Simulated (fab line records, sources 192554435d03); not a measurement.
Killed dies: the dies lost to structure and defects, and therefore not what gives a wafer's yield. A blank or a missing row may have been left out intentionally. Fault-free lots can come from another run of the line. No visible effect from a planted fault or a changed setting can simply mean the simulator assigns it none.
Lot-split experiment | flow n5Finfet | on a route of 1938 steps: 7 lots, 21 wafers read

THE SPLIT
At N5_HKMG_FIN_ETCH_32 (etches SOC in N2/H2, target depth 240 nm, time 300 s), the setting biasW was moved away from the recipe's 150 W on 5 of the 21 wafers read, by -17.8% to +12.7%. The other wafers ran this setting at the recipe's value.

The split's own step is where the reading is taken.

THE READING
rfVppV, in V, at N5_HKMG_FIN_ETCH_32 (etches SOC in N2/H2, target depth 240 nm, time 300 s). Typical for fault-free wafers on this fab line: 525.1 V, with standard deviation 2.8 V.

wafer  | tool, chamber at the split | biasW as run, W | against the recipe | rfVppV, V | against lot-mates on the recipe
L074.1 | rieDiel-01, 0              | 127.8           | -14.8%             | 477.0     | -49.2
L074.4 | rieDiel-01, 3              | 150             | recipe             | 525.2     | -
L074.5 | rieDiel-01, 0              | 150             | recipe             | 527.1     | -
L077.1 | rieDiel-01, 2              | 150             | recipe             | 527.8     | -
L077.3 | rieDiel-01, 0              | 150             | recipe             | 526.7     | -
L077.6 | rieDiel-01, 0              | 150             | recipe             | 527.2     | -
L076.1 | rieDiel-01, 2              | 150             | recipe             | 528.6     | -
L076.2 | rieDiel-01, 0              | 150             | recipe             | 527.3     | -
L076.3 | rieDiel-01, 1              | 150             | recipe             | 519.9     | -
L078.2 | rieDiel-03, 0              | 123.3           | -17.8%             | 464.7     | -61.4
L078.3 | rieDiel-03, 1              | 150             | recipe             | 526.1     | -
L078.6 | rieDiel-03, 1              | 123.3           | -17.8%             | 466.0     | -60.1
L081.1 | rieDiel-03, 0              | 150             | recipe             | 526.4     | -
L081.3 | rieDiel-03, 1              | 150             | recipe             | 527.6     | -
L081.4 | rieDiel-03, 2              | 150             | recipe             | 524.9     | -
L085.1 | rieDiel-01, 3              | 150             | recipe             | 526.0     | -
L085.4 | rieDiel-01, 1              | 161.6           | +7.7%              | 545.0     | +18.2
L085.5 | rieDiel-01, 2              | 150             | recipe             | 527.5     | -
L088.1 | rieDiel-01, 1              | 150             | recipe             | 520.1     | -
L088.2 | rieDiel-01, 2              | 150             | recipe             | 528.1     | -
L088.3 | rieDiel-01, 3              | 169.1           | +12.7%             | 567.6     | +43.5

FIT RESULTS
A straight line over all 21 wafers: rfVppV changes by +3.3 V for each +1% of biasW; r = +0.99; the points scatter about the line by 2.8 V.
The same after taking each lot's own level away (the mean of its wafers on the recipe; 21 wafers): +3.32 V for each +1%; r = +0.99; scatter 2.7 V.
On that fit, the largest move of biasW shifts the reading by 59 V.
Measured against the standard deviation above, the lots' own levels, which go from 524.10 to 527.23 V, span 1.1 times it.
Hence the lot-to-lot level has little effect on the slope; both slopes agree.
Check: -58.8 V against its lot-mates is what the line predicts for one of the wafers moved furthest among these (-17.8%) when that wafer is left out of the fit. It came out at -61.4 V against them.
Tool readings at the split's step, against how far the setting was moved: rfVppV r = +0.99.

THESE WAFERS: OTHER SPLITS
Before the reading, these wafers also passed through other splits. Each is held against what the fit with the lots' levels taken away leaves over:
other split on the same wafers   | wafers away from the commonest value | r with rfVppV (lot level and that fit taken away)
N5_FIN_CUT_ETCH_21 timeS         | 3                                    | +0.25
N5_DUMMY_GATE_COAT_28 spinRpm    | 6                                    | -0.22
N5_SD_EPI_N_ETCH_45 targetDepthA | 8                                    | -0.21
N5_SDB_HM_DEP_00 timeS           | 5                                    | -0.23
N5_HKMG_FIN_COAT_29 spinRpm      | 4                                    | +0.14
N5_HKMG_FIN_EXPOSE_09 doseMj     | 5                                    | -0.40
N5_HKMG_FIN_PEB_10 pebTimeS      | 3                                    | -0.33

THE WHOLE CHAIN: every reading that the file lists as answering this split, in the file's order
step                | what it does                                         | reading                                                                          | change (the file's fit)               | r (the file's)
N5_HKMG_FIN_ETCH_32 | etches SOC in N2/H2, target depth 240 nm, time 300 s | rfVppV                                                                           | +3.3 V for each +1% of the setting    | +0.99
N5_HKMG_FIN_ETCH_32 | etches SOC in N2/H2, target depth 240 nm, time 300 s | SiARC_of_HKMG_FIN_COAT_30.thkNm (the simulator's own value, which no gauge read) | -0.191 nm for each +1% of the setting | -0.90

THE FILE'S OWN FIT
rfVppV changes by +3.3 V for each +1% of biasW, r = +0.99.
